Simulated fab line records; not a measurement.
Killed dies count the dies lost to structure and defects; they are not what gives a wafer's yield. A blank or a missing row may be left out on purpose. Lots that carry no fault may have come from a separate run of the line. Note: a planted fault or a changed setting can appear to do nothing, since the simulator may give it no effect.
Chamber matching :: flow nand-harc :: 3 sister chambers for NHARC_THIN_TSV_DEP_47 on pecvd-04
The step deposits SiO2, target thk 200 nm. 6 wafers are shown with their chamber, then 12 later ones without.

WAFERS, EACH WITH ITS CHAMBER
wafer: L082.3
chamber: 1
throttle-valve-pct (%): 15.6

wafer: L084.1
chamber: 1
throttle-valve-pct (%): 15.9

wafer: L084.6
chamber: 0
throttle-valve-pct (%): 16.3

wafer: L088.2
chamber: 2
throttle-valve-pct (%): 15.8

wafer: L088.4
chamber: 2
throttle-valve-pct (%): 15.9

wafer: L088.6
chamber: 0
throttle-valve-pct (%): 16.6

WAFERS WITH NO CHAMBER GIVEN
wafer: L091.1
throttle-valve-pct (%): 16.1

wafer: L091.5
throttle-valve-pct (%): 15.8

wafer: L091.6
throttle-valve-pct (%): 16.0

wafer: L085.2
throttle-valve-pct (%): 16.1

wafer: L085.4
throttle-valve-pct (%): 15.8

wafer: L085.6
throttle-valve-pct (%): 16.4

wafer: L089.1
throttle-valve-pct (%): 15.9

wafer: L089.2
throttle-valve-pct (%): 16.6

wafer: L089.4
throttle-valve-pct (%): 16.3

wafer: L097.3
throttle-valve-pct (%): 16.5

wafer: L097.4
throttle-valve-pct (%): 16.5

wafer: L097.6
throttle-valve-pct (%): 15.8

EACH ONE'S CHAMBER
wafer: L091.1
from the rows above: can't be placed: 2 or 0 or 1
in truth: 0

wafer: L091.5
from the rows above: can't be placed: 1 or 2
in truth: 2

wafer: L091.6
from the rows above: can't be placed: 2 or 1 or 0
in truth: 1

wafer: L085.2
from the rows above: can't be placed: 2 or 0 or 1
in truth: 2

wafer: L085.4
from the rows above: can't be placed: 1 or 2
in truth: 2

wafer: L085.6
from the rows above: 0
in truth: 0

wafer: L089.1
from the rows above: can't be placed: 2 or 1
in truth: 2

wafer: L089.2
from the rows above: 0
in truth: 0

wafer: L089.4
from the rows above: can't be placed: 0 or 2
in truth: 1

wafer: L097.3
from the rows above: 0
in truth: 0

wafer: L097.4
from the rows above: 0
in truth: 0

wafer: L097.6
from the rows above: can't be placed: 1 or 2
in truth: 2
4 of 12 placed correctly. From these rows, 8 cannot be placed; in 7 the true chamber is one of the candidates. 0 placed wrongly.
How it was worked out, from the rows above alone: a wafer's distance from a chamber is the root of the sum, over the readings, of the square of ((its reading less the chamber's mean) divided by the reading's scatter). The wafer belongs to the nearest chamber; if the next one is less than 2 further off, it can't be placed. The mean given for a chamber averages the wafers shown for that chamber. The scatter: the root of (the sum of the squares of (reading less its chamber's mean) over the shown wafers, divided by (wafers less chambers)).
